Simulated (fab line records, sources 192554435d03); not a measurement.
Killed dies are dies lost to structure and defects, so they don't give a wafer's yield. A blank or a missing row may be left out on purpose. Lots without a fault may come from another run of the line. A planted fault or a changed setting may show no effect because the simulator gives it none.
fab line records | flow n5_finfet
record lots=10 wafers=28 last_day=17
route steps=1938 shown MOL_CONTACT_COAG@537 BEOL_M4@1111 PASSIVATION@1936
lots that met no fault: from a run of the same line without faults
start_h: hours from the record's first day to the start of the lot's first wafer shown | wait_h: hours since the lot's step before | " the same as in the row above | L1.1+2: a row that stands for several wafers | - no value, or no start given | * or withheld: withheld | < > ~ a bound
route shown NAME@n: a module of which the file shows steps, and the number in the route of the first | usual: mean/standard deviation of fault-free wafers | same: alike in all rows | chamber/n: place in a boat | sites: the reading at each site | _std_site: their standard deviation | _edge_site: outer sites' mean less inner sites' | radius_mm: how far each site lies from the wafer's centre | mask NAME#n: copy n | behind: the tool/chamber that last shaped the wafer | hold: why the lot was held/for how many hours/how that ended | device: the transistor (n, p or np) that didn't switch | end of line: the same wafers' tests at the end of the route | a step without rows: its recipe alone | killed: dies lost to structure and defects at the first sort, not the wafer's yield | map: a wafer's dies, x killed, . not, _ none there
set.NAME: the setting as run; set.NAME@STEP: as run at that earlier step | model.NAME: the simulator's own value behind a step, which no gauge read
steps of the route over a sample of lots; a table a step, a row a wafer
services: from which hour (start_h, from the record's first day; less than 0 if before it) a tool's chamber was out of use, for how many hours, and why
## steps
# step N5_MOL_CONTACT_COAG_ETCH_15
# recipe chemistry=CH3F/O2 target=SiNx target_depth_a=70 mask_material=SOC stop_on=Si:P over_etch_frac=0.75 ion_energy_ev=120 pressure_mtorr=30 source_w=395 bias_w=73 Ar_flow_sccm=150 CH3F_flow_sccm=30 O2_flow_sccm=20
# usual drypump_motor_current_A=5.8/0.48 mfc_ar_sccm=150.0/0.44 oes_product_au=0.60/0.058 rf_vpp_V=297/3 showerhead_plenum_p_Torr=1.99/0.064 throttle_valve_pct=16.26/0.21
# same over_etch_frac=0.75
# columns lot.wafer tool chamber start_h wait_h drypump_motor_current_A mfc_ar_sccm oes_product_au rf_hours_counter_h rf_vpp_V showerhead_plenum_p_Torr throttle_valve_pct
L697.3 rie_diel-04 2 90.48 0.0 5.5 150.4 0.55 141 297 2.02 16.60
L697.4 " 2 " " 5.5 150.1 0.56 - 296 2.02 16.60
L697.6 " 1 " " 5.3 150.1 0.63 - 301 2.12 16.28
L699.2 rie_diel-06 3 106.27 0.0 5.4 149.6 0.66 13 295 1.97 15.84
L699.3 " 1 " " 6.0 150.0 0.55 169 294 1.91 16.24
L699.5 " 2 " " 5.8 149.4 0.52 - 297 1.97 16.49
L701.1 rie_diel-06 2 115.72 0.0 5.8 150.4 0.51 242 296 1.97 16.50
L701.3 " 3 " " 5.4 150.2 0.66 18 296 1.97 15.86
L701.6 " 0 " " 5.4 150.0 0.63 - 302 2.12 16.38
L703.1 rie_diel-06 1 127.23 0.0 6.0 150.5 0.54 177 295 1.91 16.27
L703.3 " 2 " " 5.8 149.7 0.51 246 295 1.97 16.51
L703.5 " 0 " " 5.4 149.6 0.63 - 301 2.12 16.39
L704.2 rie_diel-05 2 128.48 0.0 5.1 151.0 0.50 248 299 1.96 16.42
L704.4 " 1 " " 5.9 149.8 0.66 - 297 1.96 16.22
L704.6 " 2 " " 5.1 150.7 0.50 - 300 1.96 16.42
L712.4 rie_diel-06 1 177.48 0.0 6.0 150.0 0.53 - 296 1.90 16.30
L712.5 " 3 " " 5.4 150.1 0.63 - 293 1.96 15.91
L714.3 rie_diel-06 0 193.57 0.0 5.3 149.4 0.60 88 301 2.12 16.42
L714.4 " 3 " " 5.5 150.3 0.62 45 294 1.96 15.92
L715.3 rie_diel-06 0 195.11 0.0 5.3 149.7 0.59 89 302 2.11 16.43
L715.5 " 1 " " 6.0 150.3 0.53 - 296 1.90 16.32
L715.6 " 2 " " 5.8 149.7 0.67 - 296 1.96 16.08
L718.2 rie_diel-05 0 214.95 0.0 6.0 149.3 0.64 32 291 1.96 16.33
L718.3 " 3 " " 6.6 150.7 0.55 163 299 2.01 16.46
L718.4 " 1 " " 5.9 150.6 0.63 61 296 1.95 16.28
L719.2 rie_diel-05 0 222.51 0.0 6.1 150.0 0.64 35 290 1.96 16.35
L719.3 " 2 " " 5.1 150.2 0.65 25 300 1.96 15.99
L719.4 " 1 " " 5.9 150.3 0.63 64 297 1.94 16.28
# step N5_MOL_CONTACT_COAG_PRECLEAN_111
# recipe chemistry=NF3:NH3 afs_cycles=1 temp_c=30 time_s=20 sublimation_temp_c=180 sublimation_time_s=60 pressure_torr=3 rf_power_w=30
# usual time_s=20/0
# columns lot.wafer tool chamber start_h wait_h time_s
L697.3 remote_plasma-01 1 91.01 0.2 20
L697.4 " 1 " " 20
L697.6 " 1 " " 20
L699.2 remote_plasma-01 1 107.04 0.5 20
L699.3 " 1 " " 20
L699.5 " 1 " " 20
L701.1 remote_plasma-01 1 116.16 0.2 20
L701.3 " 1 " " 20
L701.6 " 1 " " 20
L704.2 remote_plasma-01 0 129.49 0.7 20
L704.4 " 0 " " 20
L704.6 " 0 " " 20
L703.1 remote_plasma-02 0 131.82 4.3 20
L703.3 " 0 " " 20
L703.5 " 0 " " 20
L712.4 remote_plasma-01 1 179.32 1.5 18.608
L712.5 " 1 " " 18.608
L714.3 remote_plasma-01 1 194.06 0.2 20
L714.4 " 1 " " 18.608
L715.3 remote_plasma-01 1 195.60 0.2 20
L715.5 " 1 " " 18.608
L715.6 " 1 " " 20
L718.2 remote_plasma-02 1 215.42 0.2 20
L718.3 " 1 " " 20
L718.4 " 1 " " 20
L719.2 remote_plasma-02 1 223.00 0.2 20
L719.3 " 1 " " 20
L719.4 " 1 " " 20
# step N5_MOL_CONTACT_COAG_PRE_CLEAN_141
# recipe gas=H2/He time_s=60 temp_c=300
# usual heater_power_w=483/31
# columns lot.wafer tool chamber start_h wait_h heater_power_w
L697.3 pvd_sputter-03 - 92.84 1.1 529
L697.4 " - " " 482
L697.6 " - " " 523
L699.2 pvd_sputter-02 - 109.08 1.2 436
L699.3 " - " " 476
L699.5 " - " " 447
L701.1 pvd_sputter-01 - 117.20 0.3 486
L701.3 " - " " 467
L701.6 " - " " 464
L704.2 pvd_sputter-02 - 132.38 0.5 448
L704.4 " - " " 495
L704.6 " - " " 448
L703.1 pvd_sputter-02 - 133.15 0.6 507
L703.3 " - " " 534
L703.5 " - " " 532
L712.4 pvd_sputter-03 - 182.90 2.7 444
L712.5 " - " " 528
L714.3 pvd_sputter-02 - 195.92 0.9 506
L714.4 " - " " 478
L715.3 pvd_sputter-02 - 196.86 0.4 529
L715.5 " - " " 523
L715.6 " - " " 444
L718.2 pvd_sputter-02 - 217.92 1.8 503
L718.3 " - " " 538
L718.4 " - " " 477
L719.2 pvd_sputter-02 - 226.13 1.8 496
L719.3 " - " " 459
L719.4 " - " " 536
# step N5_MOL_CONTACT_COAG_SPUTTER_143
# recipe material=Co target_thk_a=25 temp_c=25 chamber_pressure_pa=0.2
# usual throttle_valve_pct=30.0/1.4
# columns lot.wafer tool chamber start_h wait_h throttle_valve_pct
L697.3 pvd_sputter-03 - 92.90 0.0 30.3
L697.4 " - " " 30.8
L697.6 " - " " 30.1
L699.2 pvd_sputter-02 - 109.14 0.0 31.1
L699.3 " - " " 28.6
L699.5 " - " " 30.9
L701.1 pvd_sputter-01 - 117.26 0.0 29.5
L701.3 " - " " 30.3
L701.6 " - " " 29.7
L704.2 pvd_sputter-02 - 132.44 0.0 30.7
L704.4 " - " " 28.3
L704.6 " - " " 31.1
L703.1 pvd_sputter-02 - 133.21 0.0 28.3
L703.3 " - " " 32.9
L703.5 " - " " 32.7
L712.4 pvd_sputter-03 - 182.96 0.0 30.3
L712.5 " - " " 30.1
L714.3 pvd_sputter-02 - 195.98 0.0 28.3
L714.4 " - " " 29.1
L715.3 pvd_sputter-02 - 196.92 0.0 32.5
L715.5 " - " " 32.5
L715.6 " - " " 30.7
L718.2 pvd_sputter-02 - 217.98 0.0 28.3
L718.3 " - " " 32.5
L718.4 " - " " 28.7
L719.2 pvd_sputter-02 - 226.19 0.0 28.4
L719.3 " - " " 31.2
L719.4 " - " " 32.6
# step N5_BEOL_M4_RC_MEAS_101
# usual DIBL_N=35.8/1.5 DIBL_P=35.8/1.7 IOFF_N=0.151/0.022 IOFF_P=0.204/0.027 ION_N=673/8.6 ION_P=462/5.4 SS_N=71.4/0.54 SS_P=73.3/0.56 VT_N=250.5/2.6 VT_P=-251/3.1
# columns lot.wafer tool chamber start_h wait_h DIBL_N[mV/V] DIBL_P[mV/V] IOFF_N[nA/um] IOFF_P[nA/um] ION_N[uA/um] ION_P[uA/um] SS_N[mV/dec] SS_P[mV/dec] VT_N[mV] VT_P[mV]
L697.3 prober-01 0 174.78 0.6 38.2 37.5 0.189 0.202 675 452 71.7 74.4 250.0 -250
L697.4 " 0 " " 35.8 35.9 0.159 0.170 684 457 71.4 73.3 247.6 -254
L697.6 " 0 " " 35.6 35.2 0.153 0.171 670 454 71.3 73.4 249.0 -253
L699.2 prober-02 0 200.02 0.2 36.6 38.6 0.191 0.231 677 460 72.1 73.5 248.0 -251
L699.3 " 0 " " 37.6 39.3 0.206 0.252 685 470 72.5 74.6 244.0 -247
L699.5 " 0 " " 36.5 38.5 0.187 0.234 674 464 72.7 74.6 248.2 -247
L701.1 prober-01 0 201.71 0.0 35.7 35.7 0.134 0.195 666 460 70.8 73.8 251.8 -251
L701.3 " 0 " " 37.4 38.1 0.174 0.230 678 464 72.0 73.9 247.8 -248
L701.6 " 0 " " 36.9 38.1 0.166 0.226 674 465 71.2 73.9 247.5 -248
L703.1 prober-01 0 213.03 0.0 35.9 35.1 0.147 0.208 672 461 71.2 73.5 249.1 -250
L703.3 " 0 " " 37.2 35.1 0.158 0.207 672 460 72.3 73.6 249.3 -251
L703.5 " 0 " " 34.3 32.0 0.118 0.164 659 457 71.1 72.1 252.1 -254
L704.2 prober-01 0 215.84 0.2 33.4 32.7 0.110 0.178 655 458 71.1 72.8 256.1 -254
L704.4 " 0 " " 36.2 36.8 0.159 0.238 675 467 71.8 73.8 250.2 -249
L704.6 " 0 " " 33.5 33.2 0.118 0.193 662 460 71.7 72.7 255.2 -249
L712.4 prober-01 0 274.27 0.5 36.2 36.0 0.156 0.211 694 473 70.9 72.5 249.5 -249
L712.5 " 0 " " 33.6 32.9 0.116 0.162 671 467 70.4 72.2 251.5 -252
L714.3 prober-01 0 278.07 0.3 35.6 34.3 0.131 0.181 668 462 71.0 72.7 252.2 -252
L714.4 " 0 " " 35.1 34.3 0.128 0.175 663 456 71.0 73.2 253.3 -253
L715.3 prober-02 0 294.14 0.3 34.0 35.5 0.165 0.218 681 469 71.8 73.3 251.1 -248
L715.5 " 0 " " 33.1 34.0 0.133 0.186 673 463 71.9 73.2 253.3 -255
L715.6 " 0 " " 32.6 32.9 0.132 0.181 668 462 71.5 72.8 251.0 -252
L718.2 prober-01 0 297.00 0.2 35.9 36.2 0.163 0.224 680 471 71.2 73.9 248.4 -248
L718.3 " 0 " " 35.7 37.0 0.162 0.232 677 472 71.3 74.4 247.8 -249
L718.4 " 0 " " 35.5 36.0 0.160 0.228 685 468 70.9 73.7 250.4 -251
L719.2 prober-02 0 304.03 0.2 35.6 34.9 0.128 0.158 664 450 71.2 72.5 251.8 -256
L719.3 " 0 " " 36.6 36.5 0.145 0.184 664 461 71.8 72.6 250.5 -252
L719.4 " 0 " " 36.2 35.5 0.137 0.164 670 460 70.7 73.4 250.4 -254
# step N5_PASSIVATION_PROBE_49
# usual defect_limited_yield=91.3/1.4 killed_at_M0_to_M3=33/10 killed_at_M4_up=15/6.1 killed_at_contacts=12/6.7 killed_at_front_end=39/11 killed_at_other=4/3.3 killed_dies=103/16 killed_open=68/12 killed_short=34/7.2 sort_bin_5_function=5.1/0.88 sort_bin_6_memory=3.3/0.67 sort_n_pass=1077/16 sort_yield_pct=91.3/1.4
# same gross_dies=1180 killed_at_back_side=0 sort_bin_4_leakage[%]=0 sort_bin_8_speed[%]=0
# columns lot.wafer tool chamber start_h wait_h defect_limited_yield[%] killed_at_M0_to_M3 killed_at_M4_up killed_at_contacts killed_at_front_end killed_at_other killed_dies killed_open killed_short sort_bin_5_function[%] sort_bin_6_memory[%] sort_n_pass sort_yield_pct[%]
L697.3 prober-01 - 281.82 0.1 91.8 24 7 9 53 4 97 63 33 4.8 3.0 1083 91.8
L697.4 prober-01 - 281.87 0.2 92.3 27 17 16 30 1 91 59 31 4.3 2.8 1089 92.3
L697.6 prober-01 - 281.97 0.3 94.1 9 6 11 40 4 70 44 25 3.1 2.6 1110 94.1
L715.3 prober-02 - 402.31 0.1 89.8 47 16 10 46 1 120 87 33 5.2 4.7 1060 89.8
L715.5 prober-02 - 402.41 0.2 87.8 54 17 17 45 11 144 90 54 6.7 5.0 1036 87.8
L715.6 prober-02 - 402.46 0.3 87.7 65 19 12 35 14 145 96 48 6.8 5.1 1035 87.7
# killed by level:class
L697.3 FIN_SAQP:geometric_particle:open=20 FIN_SAQP:geometric_particle:short=14 MOL_CONTACT_COAG:geometric_particle:open=6 BEOL_M3:geometric_particle:open=6 DUMMY_GATE:geometric_particle:open=5 BEOL_M0_SAQP:geometric_particle:open=4 BEOL_M1:geometric_particle:open=4 BEOL_M2:geometric_particle:open=4
L697.4 MOL_CONTACT_COAG:geometric_particle:open=16 FIN_SAQP:geometric_particle:short=7 BEOL_M3:geometric_particle:open=6 DUMMY_GATE:geometric_particle:open=5 BEOL_M1:geometric_particle:open=5 FIN_SAQP:geometric_particle:open=4 BEOL_M3:geometric_particle:short=4 STI_FIN_REVEAL:geometric_particle:open=3
L697.6 FIN_SAQP:geometric_particle:open=9 ILD0:geometric_particle:short=8 MOL_CONTACT_COAG:geometric_particle:open=8 FIN_SAQP:geometric_particle:short=7 STI_FIN_REVEAL:geometric_particle:open=4 DUMMY_GATE:geometric_particle:open=3 MOL_CONTACT_COAG:geometric_particle:short=3 BEOL_M0_SAQP:geometric_particle:open=3
L715.3 BEOL_M0_SAQP:geometric_particle:open=15 STI_FIN_REVEAL:geometric_particle:open=13 FIN_SAQP:geometric_particle:short=10 FIN_SAQP:geometric_particle:open=10 BEOL_M3:geometric_particle:open=10 BEOL_M0_SAQP:geometric_particle:short=9 MOL_CONTACT_COAG:geometric_particle:open=8 BEOL_M1:geometric_particle:open=8
L715.5 FIN_SAQP:geometric_particle:short=14 BEOL_M0_SAQP:geometric_particle:short=14 FIN_SAQP:geometric_particle:open=12 BEOL_M3:geometric_particle:open=12 MOL_CONTACT_COAG:geometric_particle:open=12 BEOL_M0_SAQP:geometric_particle:open=10 BEOL_M2:geometric_particle:open=9 MOL_CONTACT_COAG:geometric_particle:short=5
L715.6 BEOL_M0_SAQP:geometric_particle:short=19 BEOL_M0_SAQP:geometric_particle:open=19 BEOL_M3:geometric_particle:open=12 MOL_CONTACT_COAG:geometric_particle:open=11 FIN_SAQP:geometric_particle:open=10 STI_FIN_REVEAL:geometric_particle:open=8 BEOL_M4:geometric_particle:open=7 BEOL_M2:geometric_particle:open=6
## services
# columns tool chamber start_h hours kind
rie_diel-05 - 74.63 28.1 pm
rie_diel-04 1 78.33 10.2 repair
pvd_sputter-01 - 79.21 2.8 repair
pvd_sputter-03 - 88.59 4.1 repair
rie_diel-04 3 88.69 - clean
rie_diel-06 0 103.79 6.8 repair
rie_diel-05 0 117.17 - clean
rie_diel-05 0 117.17 - consumable_replace:focus_ring
rie_diel-05 0 117.17 13.4 scheduled_down
rie_diel-05 0 117.17 13.4 vent_cycle
rie_diel-04 0 122.85 9.1 repair
rie_diel-05 2 134.40 - clean
rie_diel-05 2 134.40 - consumable_replace:focus_ring
rie_diel-05 2 134.40 17.5 scheduled_down
rie_diel-05 2 134.40 17.5 vent_cycle
rie_diel-04 3 134.61 8.3 repair
rie_diel-06 2 140.26 - clean
rie_diel-06 2 140.26 - consumable_replace:focus_ring
rie_diel-06 2 140.26 12.2 scheduled_down
rie_diel-06 2 140.26 12.2 vent_cycle
rie_diel-06 2 170.36 8.9 repair
rie_diel-06 3 172.60 2.8 repair
rie_diel-04 3 224.03 4.5 repair
rie_diel-06 - 225.76 0.7 repair
## key
first_sign step=N5_MOL_CONTACT_COAG_PRECLEAN_111 reading=time_s direction=down sigmas=99+ usual=* struck=*
effect none on later readings
met_at N5_MOL_CONTACT_COAG_PRECLEAN_111
struck_lots L712,L714,L715
struck_wafers L712.4,L712.5,L714.4,L715.5
not_acting_at N5_MOL_CONTACT_COAG_ETCH_15,N5_MOL_CONTACT_COAG_PRE_CLEAN_141,N5_MOL_CONTACT_COAG_SPUTTER_143
onset_between 129.49 179.32
fault kind=process_parameter_drift tool=remote_plasma-01 chamber=- onset_h=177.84 steps=N5_MOL_CONTACT_COAG_PRECLEAN_111 channel=time_s offset=* shape=step end_h=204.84 scope=struck_wafers_only acts_in=* stated=*
